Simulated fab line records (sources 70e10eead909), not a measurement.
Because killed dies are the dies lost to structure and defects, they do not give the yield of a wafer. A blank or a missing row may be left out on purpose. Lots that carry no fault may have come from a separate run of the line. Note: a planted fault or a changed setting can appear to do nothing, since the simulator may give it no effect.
Which tool did it? / flow nand-harc / 12 lots with 36 wafers sampled at 5 steps, on a route of 1159 steps

WHAT THE GAUGES READ, wafer by wafer
NHARC_THIN_TSV_THK_MEAS_02: measures by ir. Usual: thk-nm reads 2977 nm (standard deviation 200).
lot=L784; measured=day 18 20:30; on=film-metro-02; thk-nm (nm)=3077 3222 3098; flag=
lot=L787; measured=day 18 21:41; on=film-metro-01; thk-nm (nm)=2579 2894 2981; flag=
lot=L786; measured=day 18 22:52; on=film-metro-02; thk-nm (nm)=3153 3374 3355; flag=
lot=L783; measured=day 19 00:06; on=film-metro-02; thk-nm (nm)=2947 2835 2926; flag=
lot=L788; measured=day 19 01:18; on=film-metro-01; thk-nm (nm)=2943 2988 2846; flag=
lot=L790; measured=day 19 22:01; on=film-metro-02; thk-nm (nm)=2838 2929 2767; flag=
lot=L791; measured=day 20 21:46; on=film-metro-02; thk-nm (nm)=2902 2861 3117; flag=
lot=L800; measured=day 22 22:59; on=film-metro-02; thk-nm (nm)=2856 2976 3179; flag=
lot=L801; measured=day 23 05:17; on=film-metro-01; thk-nm (nm)=2925 3297 2851; flag=
lot=L802; measured=day 23 04:07; on=film-metro-01; thk-nm (nm)=3194 3068 3186; flag=
lot=L804; measured=day 24 04:29; on=film-metro-01; thk-nm (nm)=2742 2671 2842; flag=
lot=L806; measured=day 24 21:28; on=film-metro-01; thk-nm (nm)=3087 2962 3138; flag=

NHARC_END_SORT_01. Usual: defect-limited-yield 95.2 %, standard deviation 1.6; killed-at-array 29, standard deviation 11; killed-at-other 0.6, standard deviation 0.75; killed-at-periphery 3.1, standard deviation 2.1; killed-dies 32, standard deviation 11; killed-open 3.0, standard deviation 1.8; killed-short 1.8, standard deviation 1.3; sort_bin_2_pct 1.5 %, standard deviation 0.7; sort_bin_3_pct 0.26 %, standard deviation 0.22; sort_bin_4_pct 3.0 %, standard deviation 1; sort-n-pass 645, standard deviation 11; sort-rim-yield-pct 94.9 %, standard deviation 3; sort-yield-pct 95.2 %, standard deviation 1.6.
lot=L784; measured=day 19 19:05; on=prober-02; defect-limited-yield (%)=96.3 95.6 96.3; killed-at-array=23 27 24; killed-at-other=0 1 0; killed-at-periphery=2 2 1; killed-dies=25 30 25; killed-open=4 5 2; killed-short=2 2 3; sort_bin_2_pct (%)=0.7 1.0 1.5; sort_bin_3_pct (%)=0 0.15 0.30; sort_bin_4_pct (%)=3.0 3.2 1.9; sort-n-pass=652 647 652; sort-rim-yield-pct (%)=97.2 96.2 92.5; sort-yield-pct (%)=96.3 95.6 96.3; flag=
lot=L787; measured=day 19 19:56; on=prober-01; defect-limited-yield (%)=96.0 93.8 95.1; killed-at-array=25 40 32; killed-at-other=1 1 0; killed-at-periphery=1 1 1; killed-dies=27 42 33; killed-open=1 3 2; killed-short=0 1 1; sort_bin_2_pct (%)=1.6 1.6 1.3; sort_bin_3_pct (%)=0 0.30 0.59; sort_bin_4_pct (%)=2.4 4.3 3.0; sort-n-pass=650 635 644; sort-rim-yield-pct (%)=98.1 96.2 91.5; sort-yield-pct (%)=96.0 93.8 95.1; flag=
lot=L786; measured=day 20 03:46; on=prober-02; defect-limited-yield (%)=94.5 96.9 95.6; killed-at-array=31 18 26; killed-at-other=0 0 0; killed-at-periphery=6 3 4; killed-dies=37 21 30; killed-open=7 2 5; killed-short=4 1 2; sort_bin_2_pct (%)=2.4 1.3 1.3; sort_bin_3_pct (%)=0.15 0.15 0.30; sort_bin_4_pct (%)=3.0 1.6 2.8; sort-n-pass=640 656 647; sort-rim-yield-pct (%)=96.2 99.1 97.2; sort-yield-pct (%)=94.5 96.9 95.6; flag=
lot=L783; measured=day 20 10:50; on=prober-01; defect-limited-yield (%)=98.2 97.2 97.2; killed-at-array=10 11 14; killed-at-other=0 0 1; killed-at-periphery=2 8 4; killed-dies=12 19 19; killed-open=1 4 5; killed-short=0 5 1; sort_bin_2_pct (%)=0.3 0.9 0.4; sort_bin_3_pct (%)=0.15 0.15 0; sort_bin_4_pct (%)=1.3 1.8 2.4; sort-n-pass=665 658 658; sort-rim-yield-pct (%)=99.1 98.1 97.2; sort-yield-pct (%)=98.2 97.2 97.2; flag=
lot=L788; measured=day 20 04:32; on=prober-01; defect-limited-yield (%)=96.3 96.6 96.0; killed-at-array=22 21 19; killed-at-other=0 0 2; killed-at-periphery=3 2 6; killed-dies=25 23 27; killed-open=2 4 6; killed-short=0 2 3; sort_bin_2_pct (%)=1.3 0.4 0.9; sort_bin_3_pct (%)=0 0.15 0.15; sort_bin_4_pct (%)=2.4 2.8 3.0; sort-n-pass=652 654 650; sort-rim-yield-pct (%)=98.1 97.2 100.0; sort-yield-pct (%)=96.3 96.6 96.0; flag=
lot=L790; measured=day 21 04:25; on=prober-01; defect-limited-yield (%)=86.4 84.8 83.9; killed-at-array=88 101 104; killed-at-other=0 0 0; killed-at-periphery=4 2 5; killed-dies=92 103 109; killed-open=5 3 3; killed-short=1 1 2; sort_bin_2_pct (%)=6.4 4.6 5.2; sort_bin_3_pct (%)=1.18 2.95 3.10; sort_bin_4_pct (%)=6.1 7.7 7.8; sort-n-pass=585 574 568; sort-rim-yield-pct (%)=95.3 95.3 94.3; sort-yield-pct (%)=86.4 84.8 83.9; flag=OFF
lot=L791; measured=day 22 06:06; on=prober-02; defect-limited-yield (%)=84.2 85.2 87.7; killed-at-array=103 94 80; killed-at-other=0 0 0; killed-at-periphery=4 6 3; killed-dies=107 100 83; killed-open=3 3 3; killed-short=1 3 1; sort_bin_2_pct (%)=7.4 5.9 4.6; sort_bin_3_pct (%)=2.51 2.66 2.22; sort_bin_4_pct (%)=5.9 6.2 5.5; sort-n-pass=570 577 594; sort-rim-yield-pct (%)=98.1 91.5 98.1; sort-yield-pct (%)=84.2 85.2 87.7; flag=OFF
lot=L800; measured=day 23 15:24; on=prober-02; defect-limited-yield (%)=94.7 96.2 94.2; killed-at-array=32 25 36; killed-at-other=0 0 1; killed-at-periphery=4 1 2; killed-dies=36 26 39; killed-open=5 3 4; killed-short=3 2 1; sort_bin_2_pct (%)=1.9 1.3 2.5; sort_bin_3_pct (%)=0.15 0.30 0.30; sort_bin_4_pct (%)=3.2 2.2 3.0; sort-n-pass=641 651 638; sort-rim-yield-pct (%)=95.3 95.3 94.3; sort-yield-pct (%)=94.7 96.2 94.2; flag=
lot=L801; measured=day 23 21:23; on=prober-01; defect-limited-yield (%)=96.5 96.0 96.9; killed-at-array=24 21 17; killed-at-other=0 1 0; killed-at-periphery=0 5 4; killed-dies=24 27 21; killed-open=4 11 6; killed-short=2 0 1; sort_bin_2_pct (%)=0.6 0.9 0.9; sort_bin_3_pct (%)=0.30 0 0.15; sort_bin_4_pct (%)=2.7 3.1 2.1; sort-n-pass=653 650 656; sort-rim-yield-pct (%)=97.2 98.1 96.2; sort-yield-pct (%)=96.5 96.0 96.9; flag=
lot=L802; measured=day 23 23:07; on=prober-02; defect-limited-yield (%)=92.5 93.1 91.4; killed-at-array=48 46 51; killed-at-other=1 0 2; killed-at-periphery=2 1 5; killed-dies=51 47 58; killed-open=5 4 8; killed-short=3 4 0; sort_bin_2_pct (%)=2.5 2.4 2.8; sort_bin_3_pct (%)=0.59 0.30 0.59; sort_bin_4_pct (%)=4.4 4.3 5.2; sort-n-pass=626 630 619; sort-rim-yield-pct (%)=89.6 88.7 89.6; sort-yield-pct (%)=92.5 93.1 91.4; flag=
lot=L804; measured=day 24 23:00; on=prober-01; defect-limited-yield (%)=95.3 94.4 95.1; killed-at-array=30 36 33; killed-at-other=0 0 0; killed-at-periphery=2 2 0; killed-dies=32 38 33; killed-open=3 2 0; killed-short=0 5 1; sort_bin_2_pct (%)=1.2 1.3 1.2; sort_bin_3_pct (%)=0.89 0.44 0.30; sort_bin_4_pct (%)=2.7 3.8 3.4; sort-n-pass=645 639 644; sort-rim-yield-pct (%)=92.5 92.5 91.5; sort-yield-pct (%)=95.3 94.4 95.1; flag=
lot=L806; measured=day 25 15:06; on=prober-02; defect-limited-yield (%)=95.9 95.0 95.7; killed-at-array=23 27 21; killed-at-other=2 0 1; killed-at-periphery=3 7 7; killed-dies=28 34 29; killed-open=1 5 6; killed-short=1 2 1; sort_bin_2_pct (%)=0.6 1.3 1.6; sort_bin_3_pct (%)=0.30 0.15 0; sort_bin_4_pct (%)=3.2 3.5 2.7; sort-n-pass=649 643 648; sort-rim-yield-pct (%)=96.2 93.4 98.1; sort-yield-pct (%)=95.9 95.0 95.7; flag=

EACH LOT AND THE TOOL THAT RAN IT (in order: tool; ch and the chambers of the sampled wafers; start)
lot=L784; NHARC_A_BONDPAD_DEP_00=pecvd-01 ch 1,2, day 18 00:32; NHARC_A_BONDPAD_ETCH_24=rie-diel-08 ch 0,3, day 18 02:40; NHARC_THIN_TSV_GRIND_00=grinder-01 ch 0, day 18 19:01
lot=L787; NHARC_A_BONDPAD_DEP_00=pecvd-01 ch 0,2, day 18 05:00; NHARC_A_BONDPAD_ETCH_24=rie-diel-08 ch 0,1,3, day 18 20:24 or earlier; NHARC_THIN_TSV_GRIND_00=grinder-01 ch 0, day 18 20:24
lot=L786; NHARC_A_BONDPAD_DEP_00=pecvd-02 ch 0,2, day 18 06:38; NHARC_A_BONDPAD_ETCH_24=rie-diel-06 ch 0,1, day 18 21:35 or earlier; NHARC_THIN_TSV_GRIND_00=grinder-01 ch 0, day 18 21:35
lot=L783; NHARC_A_BONDPAD_DEP_00=pecvd-01 ch 1,2, day 18 07:30; NHARC_A_BONDPAD_ETCH_24=rie-diel-06 ch 0,1,2, day 18 22:35 or earlier; NHARC_THIN_TSV_GRIND_00=grinder-01 ch 0, day 18 22:35
lot=L788; NHARC_A_BONDPAD_DEP_00=pecvd-02 ch 0,1, day 18 09:52; NHARC_A_BONDPAD_ETCH_24=rie-diel-10 ch 1,3, day 19 00:12 or earlier; NHARC_THIN_TSV_GRIND_00=grinder-01 ch 0, day 19 00:12
lot=L790; NHARC_A_BONDPAD_DEP_00=pecvd-01 ch 0,2, day 19 05:25; NHARC_A_BONDPAD_ETCH_24=rie-diel-06 ch 0,3, day 19 20:31 or earlier; NHARC_THIN_TSV_GRIND_00=grinder-01 ch 0, day 19 20:31
lot=L791; NHARC_A_BONDPAD_DEP_00=pecvd-01 ch 0,1,2, day 19 21:40; NHARC_A_BONDPAD_ETCH_24=rie-diel-08 ch 1,3, day 20 20:07 or earlier; NHARC_THIN_TSV_GRIND_00=grinder-01 ch 0, day 20 20:07
lot=L800; NHARC_A_BONDPAD_DEP_00=pecvd-02 ch 0,2, day 22 07:16; NHARC_A_BONDPAD_ETCH_24=rie-diel-06 ch 0,1,2, day 22 21:43 or earlier; NHARC_THIN_TSV_GRIND_00=grinder-01 ch 0, day 22 21:43
lot=L801; NHARC_A_BONDPAD_DEP_00=pecvd-01 ch 0,2, day 22 12:13; NHARC_A_BONDPAD_ETCH_24=rie-diel-08 ch 0,2,3, day 23 04:13 or earlier; NHARC_THIN_TSV_GRIND_00=grinder-01 ch 0, day 23 04:13
lot=L802; NHARC_A_BONDPAD_DEP_00=pecvd-01 ch 0,1, day 22 12:41; NHARC_A_BONDPAD_ETCH_24=rie-diel-08 ch 0,3, day 23 02:49 or earlier; NHARC_THIN_TSV_GRIND_00=grinder-01 ch 0, day 23 02:49
lot=L804; NHARC_A_BONDPAD_DEP_00=pecvd-02 ch 0,1, day 23 12:31; NHARC_A_BONDPAD_ETCH_24=rie-diel-06 ch 1,2, day 24 03:23 or earlier; NHARC_THIN_TSV_GRIND_00=grinder-01 ch 0, day 24 03:23
lot=L806; NHARC_A_BONDPAD_DEP_00=pecvd-01 ch 0,1, day 24 06:04; NHARC_A_BONDPAD_ETCH_24=rie-diel-06 ch 0,3, day 24 20:22 or earlier; NHARC_THIN_TSV_GRIND_00=grinder-01 ch 0, day 24 20:22
- NHARC_A_BONDPAD_DEP_00: deposits SiCN, target thk 250 nm.
- NHARC_A_BONDPAD_ETCH_24: etches the open film in CF4/N2, target depth 30 nm, time 72.99 s.
- NHARC_THIN_TSV_GRIND_00

WHAT THE TOOLS THEMSELVES READ (means of the sampled wafers that have a number; where no wafer has one, the mark that the record gives instead)
NHARC_A_BONDPAD_DEP_00. Usual: heater-power-w reads 582 W (standard deviation 89).
lot=L784; tool=pecvd-01; heater-power-w (W)=682; flag=
lot=L787; tool=pecvd-01; heater-power-w (W)=603; flag=
lot=L786; tool=pecvd-02; heater-power-w (W)=547; flag=
lot=L783; tool=pecvd-01; heater-power-w (W)=672; flag=
lot=L788; tool=pecvd-02; heater-power-w (W)=511; flag=
lot=L790; tool=pecvd-01; heater-power-w (W)=560; flag=
lot=L791; tool=pecvd-01; heater-power-w (W)=585; flag=
lot=L800; tool=pecvd-02; heater-power-w (W)=548; flag=
lot=L801; tool=pecvd-01; heater-power-w (W)=574; flag=
lot=L802; tool=pecvd-01; heater-power-w (W)=497; flag=
lot=L804; tool=pecvd-02; heater-power-w (W)=495; flag=
lot=L806; tool=pecvd-01; heater-power-w (W)=496; flag=

NHARC_A_BONDPAD_ETCH_24. Usual: chamber-pressure-mTorr 30.00 mTorr, standard deviation 0.033; drypump-motor-current-A 5.8 A, standard deviation 0.32; mfc-ar-sccm 150.0 sccm, standard deviation 0.44; oes-product-au 1.004 a.u., standard deviation 0.011; rf-vpp-V 313.7 V, standard deviation 1.6; showerhead-plenum-p-Torr 2.60 Torr, standard deviation 0.081; throttle-valve-pct 19.795 %, standard deviation 0.0083.
lot=L784; tool=rie-diel-08; chamber-pressure-mTorr (mTorr)=30.02; drypump-motor-current-A (A)=5.6; mfc-ar-sccm (sccm)=149.8; oes-product-au (a.u.)=1.009; rf-vpp-V (V)=314.2; showerhead-plenum-p-Torr (Torr)=2.60; throttle-valve-pct (%)=19.797; flag=
lot=L787; tool=rie-diel-08; chamber-pressure-mTorr (mTorr)=30.01; drypump-motor-current-A (A)=6.0; mfc-ar-sccm (sccm)=150.1; oes-product-au (a.u.)=1.008; rf-vpp-V (V)=315.1; showerhead-plenum-p-Torr (Torr)=2.65; throttle-valve-pct (%)=19.799; flag=
lot=L786; tool=rie-diel-06; chamber-pressure-mTorr (mTorr)=29.98; drypump-motor-current-A (A)=6.0; mfc-ar-sccm (sccm)=149.6; oes-product-au (a.u.)=1.002; rf-vpp-V (V)=314.0; showerhead-plenum-p-Torr (Torr)=2.60; throttle-valve-pct (%)=19.790; flag=
lot=L783; tool=rie-diel-06; chamber-pressure-mTorr (mTorr)=30.02; drypump-motor-current-A (A)=5.9; mfc-ar-sccm (sccm)=149.8; oes-product-au (a.u.)=1.004; rf-vpp-V (V)=313.9; showerhead-plenum-p-Torr (Torr)=2.64; throttle-valve-pct (%)=19.792; flag=
lot=L788; tool=rie-diel-10; chamber-pressure-mTorr (mTorr)=30.00; drypump-motor-current-A (A)=5.5; mfc-ar-sccm (sccm)=150.5; oes-product-au (a.u.)=0.997; rf-vpp-V (V)=312.7; showerhead-plenum-p-Torr (Torr)=2.59; throttle-valve-pct (%)=19.795; flag=
lot=L790; tool=rie-diel-06; chamber-pressure-mTorr (mTorr)=29.99; drypump-motor-current-A (A)=5.7; mfc-ar-sccm (sccm)=149.8; oes-product-au (a.u.)=1.007; rf-vpp-V (V)=313.5; showerhead-plenum-p-Torr (Torr)=2.56; throttle-valve-pct (%)=19.798; flag=
lot=L791; tool=rie-diel-08; chamber-pressure-mTorr (mTorr)=29.96; drypump-motor-current-A (A)=6.2; mfc-ar-sccm (sccm)=149.5; oes-product-au (a.u.)=1.014; rf-vpp-V (V)=314.6; showerhead-plenum-p-Torr (Torr)=2.70; throttle-valve-pct (%)=19.793; flag=
lot=L800; tool=rie-diel-06; chamber-pressure-mTorr (mTorr)=29.99; drypump-motor-current-A (A)=5.9; mfc-ar-sccm (sccm)=150.2; oes-product-au (a.u.)=0.998; rf-vpp-V (V)=314.6; showerhead-plenum-p-Torr (Torr)=2.64; throttle-valve-pct (%)=19.797; flag=
lot=L801; tool=rie-diel-08; chamber-pressure-mTorr (mTorr)=29.98; drypump-motor-current-A (A)=5.7; mfc-ar-sccm (sccm)=149.9; oes-product-au (a.u.)=0.998; rf-vpp-V (V)=312.5; showerhead-plenum-p-Torr (Torr)=2.54; throttle-valve-pct (%)=19.793; flag=
lot=L802; tool=rie-diel-08; chamber-pressure-mTorr (mTorr)=30.01; drypump-motor-current-A (A)=5.6; mfc-ar-sccm (sccm)=150.1; oes-product-au (a.u.)=0.983; rf-vpp-V (V)=313.4; showerhead-plenum-p-Torr (Torr)=2.60; throttle-valve-pct (%)=19.794; flag=
lot=L804; tool=rie-diel-06; chamber-pressure-mTorr (mTorr)=29.98; drypump-motor-current-A (A)=6.0; mfc-ar-sccm (sccm)=149.7; oes-product-au (a.u.)=1.007; rf-vpp-V (V)=315.0; showerhead-plenum-p-Torr (Torr)=2.65; throttle-valve-pct (%)=19.798; flag=
lot=L806; tool=rie-diel-06; chamber-pressure-mTorr (mTorr)=29.97; drypump-motor-current-A (A)=5.7; mfc-ar-sccm (sccm)=150.3; oes-product-au (a.u.)=1.013; rf-vpp-V (V)=312.5; showerhead-plenum-p-Torr (Torr)=2.56; throttle-valve-pct (%)=19.796; flag=

NHARC_THIN_TSV_GRIND_00. Usual: motor-current-A reads 12.000 A (standard deviation 0.022).
lot=L784; tool=grinder-01; motor-current-A (A)=12.007; flag=
lot=L787; tool=grinder-01; motor-current-A (A)=11.993; flag=
lot=L786; tool=grinder-01; motor-current-A (A)=12.009; flag=
lot=L783; tool=grinder-01; motor-current-A (A)=11.992; flag=
lot=L788; tool=grinder-01; motor-current-A (A)=12.003; flag=
lot=L790; tool=grinder-01; motor-current-A (A)=11.991; flag=
lot=L791; tool=grinder-01; motor-current-A (A)=12.014; flag=
lot=L800; tool=grinder-01; motor-current-A (A)=12.006; flag=
lot=L801; tool=grinder-01; motor-current-A (A)=12.026; flag=
lot=L802; tool=grinder-01; motor-current-A (A)=11.996; flag=
lot=L804; tool=grinder-01; motor-current-A (A)=12.018; flag=
lot=L806; tool=grinder-01; motor-current-A (A)=12.011; flag=

THE ANSWER, worked out from the rows above alone
Rule: take the mean of a lot's wafers that have a number; if it is more than 3 standard deviations from the usual mean, the lot is off. Also off: a lot with no number at a reading for which 4 or more lots have one. Where the step has rows for the other lots, those lots are counted as sound. Order of review: gauges by route order, followed by the tools' own readings, for which a lot's mean as printed above is used. The first step at which some lot is off is used, and at that step the reading that is off furthest; a lot without a number counts as furthest.
Off: L790, L791 (NHARC_END_SORT_01, sort_bin_3_pct).
A tool fits if, at a process step before that reading, it ran every lot that is off, and no sound lot after the first of them. Those tools and the gauges at NHARC_END_SORT_01 are tried in the same way. NHARC_A_BONDPAD_ETCH_24 gives no start for some lots, so the hours and the order of its lots are those of NHARC_THIN_TSV_GRIND_00. Of those tried, none fits.

WHAT THE SIMULATOR HAD PUT IN
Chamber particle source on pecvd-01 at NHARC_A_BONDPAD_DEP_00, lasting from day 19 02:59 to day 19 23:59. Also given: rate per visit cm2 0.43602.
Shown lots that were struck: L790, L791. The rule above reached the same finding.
